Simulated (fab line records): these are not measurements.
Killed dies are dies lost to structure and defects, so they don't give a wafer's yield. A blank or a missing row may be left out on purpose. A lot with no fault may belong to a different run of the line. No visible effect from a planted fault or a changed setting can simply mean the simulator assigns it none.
Which of the tools did it? | flow nand harc | 13 lots, 39 wafers sampled, at 4 steps of a route of 1159

WHAT EACH GAUGE READ, for each wafer
NHARC_THIN_TSV_CD_MEAS_37. Usual: cd nm at 4999.9 nm, with a standard deviation of 2.2.
lot  | measured     | on        | cd nm (nm)           | flag
L282 | day 18 22:19 | cd sem-02 | 4998.9 5002.7 4999.6 |
L284 | day 19 01:09 | cd sem-02 | 5001.5 5002.7 4997.8 |
L283 | day 19 02:14 | cd sem-02 | 5001.1 4995.8 4999.2 |
L286 | day 19 11:10 | cd sem-03 | 4997.3 4995.7 4997.1 |
L288 | day 20 00:29 | cd sem-03 | 4998.2 4998.9 4997.4 |
L287 | day 20 01:38 | cd sem-02 | 4999.5 5000.5 5002.2 |
L289 | day 20 12:01 | cd sem-02 | 5001.3 5000.1 5000.4 |
L296 | day 23 00:26 | cd sem-02 | 5002.1 4999.2 5007.0 |
L301 | day 23 20:46 | cd sem-03 | 4997.4 4997.9 4999.4 |
L303 | day 24 04:53 | cd sem-02 | 5002.3 4998.4 4997.5 |
L302 | day 24 06:08 | cd sem-01 | 5001.0 4999.9 4999.4 |
L305 | day 24 12:25 | cd sem-02 | 4998.3 4997.2 4996.0 |
L304 | day 25 07:47 | cd sem-02 | 4997.5 4996.9 5000.2 |

NHARC_THIN_TSV_INSPECT_40. Usual: raw defect count at 467, with a standard deviation of 110.
lot  | measured     | on                | raw defect count | flag
L282 | day 19 01:27 | defect inspect-01 | 479 513 572      |
L284 | day 19 05:35 | defect inspect-02 | 397 424 352      |
L283 | day 19 05:35 | defect inspect-01 | 476 522 483      |
L286 | day 19 15:22 | defect inspect-02 | 384 471 444      |
L288 | day 20 04:41 | defect inspect-02 | 368 386 399      |
L287 | day 20 04:41 | defect inspect-01 | 570 476 441      |
L289 | day 20 16:13 | defect inspect-02 | 510 384 416      |
L296 | day 23 03:27 | defect inspect-01 | 600 442 598      |
L301 | day 23 23:16 | defect inspect-02 | 516 599 502      |
L303 | day 24 12:32 | defect inspect-01 | 637 556 546      |
L302 | day 24 12:32 | defect inspect-02 | 479 365 567      |
L305 | day 24 17:20 | defect inspect-02 | 476 513 466      |
L304 | day 25 11:08 | defect inspect-02 | 431 511 437      |

EACH LOT AND THE TOOL THAT RAN IT (in order: tool; ch and the chambers of the sampled wafers; start)
lot  | NHARC_THIN_TSV_STRIP_62              | NHARC_THIN_TSV_ETCH_59
L282 | plasma asher-02 ch 0,1, day 18 17:32 | rie metal-02 ch 0,1, day 18 21:11
L284 | plasma asher-02 ch 0,1, day 18 20:26 | rie metal-02 ch 0,1, day 18 23:56
L283 | plasma asher-02 ch 0,1, day 18 21:36 | rie metal-03 ch 0,1, day 19 01:05
L286 | plasma asher-02 ch 0,1, day 19 05:52 | rie metal-02 ch 0,1, day 19 10:01
L288 | plasma asher-01 ch 0,1, day 19 19:25 | rie metal-01 ch 0,1, day 19 22:53
L287 | plasma asher-01 ch 0,1, day 19 19:50 | rie metal-02 ch 0,1, day 19 23:39
L289 | plasma asher-02 ch 0,1, day 20 07:24 | rie metal-03 ch 0,1, day 20 10:55
L296 | plasma asher-01 ch 0,1, day 22 19:43 | rie metal-03 ch 0,1, day 22 23:20
L301 | plasma asher-01 ch 0,1, day 23 16:10 | rie metal-02 ch 0,1, day 23 19:37
L303 | plasma asher-01 ch 0,1, day 24 00:08 | rie metal-01 ch 0,1, day 24 03:45
L302 | plasma asher-01 ch 0,1, day 24 01:25 | rie metal-01 ch 0,1, day 24 05:02
L305 | plasma asher-01 ch 0,1, day 24 07:41 | rie metal-02 ch 0,1, day 24 11:19
L304 | plasma asher-01 ch 0,1, day 25 02:59 | rie metal-01 ch 0,1, day 25 06:31
- NHARC_THIN_TSV_STRIP_62: strips in N2/H2, time 20 s.
- NHARC_THIN_TSV_ETCH_59: etches the open film in Cl2/BCl3, target depth 880 nm, time 138.1 s.

AS READ BY THE TOOLS THEMSELVES (means over the sampled wafers that have a number; for cases with no such wafer, the mark the record gives instead)
NHARC_THIN_TSV_STRIP_62. Usual: drypump motor current A 5.9 A, standard deviation 0.48; heater power w 336 W, standard deviation 26.
lot  | tool            | drypump motor current A (A) | heater power w (W) | flag
L282 | plasma asher-02 | 5.5                         | 362                |
L284 | plasma asher-02 | 5.5                         | 363                |
L283 | plasma asher-02 | 5.6                         | 355                |
L286 | plasma asher-02 | 5.5                         | 363                |
L288 | plasma asher-01 | 6.3                         | 320                |
L287 | plasma asher-01 | 6.3                         | 324                |
L289 | plasma asher-02 | 5.5                         | 364                |
L296 | plasma asher-01 | 6.1                         | 309                |
L301 | plasma asher-01 | 6.3                         | 312                |
L303 | plasma asher-01 | 6.3                         | 311                |
L302 | plasma asher-01 | 6.0                         | 311                |
L305 | plasma asher-01 | 6.4                         | 318                |
L304 | plasma asher-01 | 6.3                         | 318                |

NHARC_THIN_TSV_ETCH_59. Usual: chamber pressure mTorr 10.000 mTorr, standard deviation 0.01; drypump motor current A 5.8 A, standard deviation 0.56; oes product au 1.000 a.u., standard deviation 0.0063; throttle valve pct 22.264 %, standard deviation 0.0092.
lot  | tool         | chamber pressure mTorr (mTorr) | drypump motor current A (A) | oes product au (a.u.) | throttle valve pct (%) | flag
L282 | rie metal-02 | 10.006                         | 5.5                         | 0.999                 | 22.269                 |
L284 | rie metal-02 | 10.005                         | 5.5                         | 1.002                 | 22.264                 |
L283 | rie metal-03 | 10.003                         | 5.7                         | 0.999                 | 22.271                 |
L286 | rie metal-02 | 10.001                         | 5.3                         | 0.994                 | 22.262                 |
L288 | rie metal-01 | 9.998                          | 5.8                         | 1.000                 | 22.262                 |
L287 | rie metal-02 | 10.001                         | 5.5                         | 0.990                 | 22.260                 |
L289 | rie metal-03 | 9.990                          | 5.8                         | 0.999                 | 22.262                 |
L296 | rie metal-03 | 10.000                         | 6.2                         | 0.987                 | 22.273                 |
L301 | rie metal-02 | 10.001                         | 5.5                         | 0.997                 | 22.266                 |
L303 | rie metal-01 | 10.001                         | 5.8                         | 1.001                 | 22.259                 |
L302 | rie metal-01 | 9.996                          | 5.8                         | 1.006                 | 22.270                 |
L305 | rie metal-02 | 10.002                         | 5.2                         | 1.008                 | 22.259                 |
L304 | rie metal-01 | 10.002                         | 6.1                         | 0.995                 | 22.258                 |

THE ANSWER, worked out from the rows above alone
Rule: lot off if the mean of its wafers having a number is beyond 3 standard deviations from the usual mean. Also off: a lot with no number at a reading for which 4 or more lots have one. Where the step has rows for the other lots, those lots are counted as sound. Order of review: gauges by route order, followed by the tools' own readings, for which a lot's mean as printed above is used. At the first step where some lot is off, the reading lying furthest off is the one used; lots without a number count as furthest.
No lot is off at any reading shown: from this, nothing can be told.

WHAT THE SIMULATOR PUT IN
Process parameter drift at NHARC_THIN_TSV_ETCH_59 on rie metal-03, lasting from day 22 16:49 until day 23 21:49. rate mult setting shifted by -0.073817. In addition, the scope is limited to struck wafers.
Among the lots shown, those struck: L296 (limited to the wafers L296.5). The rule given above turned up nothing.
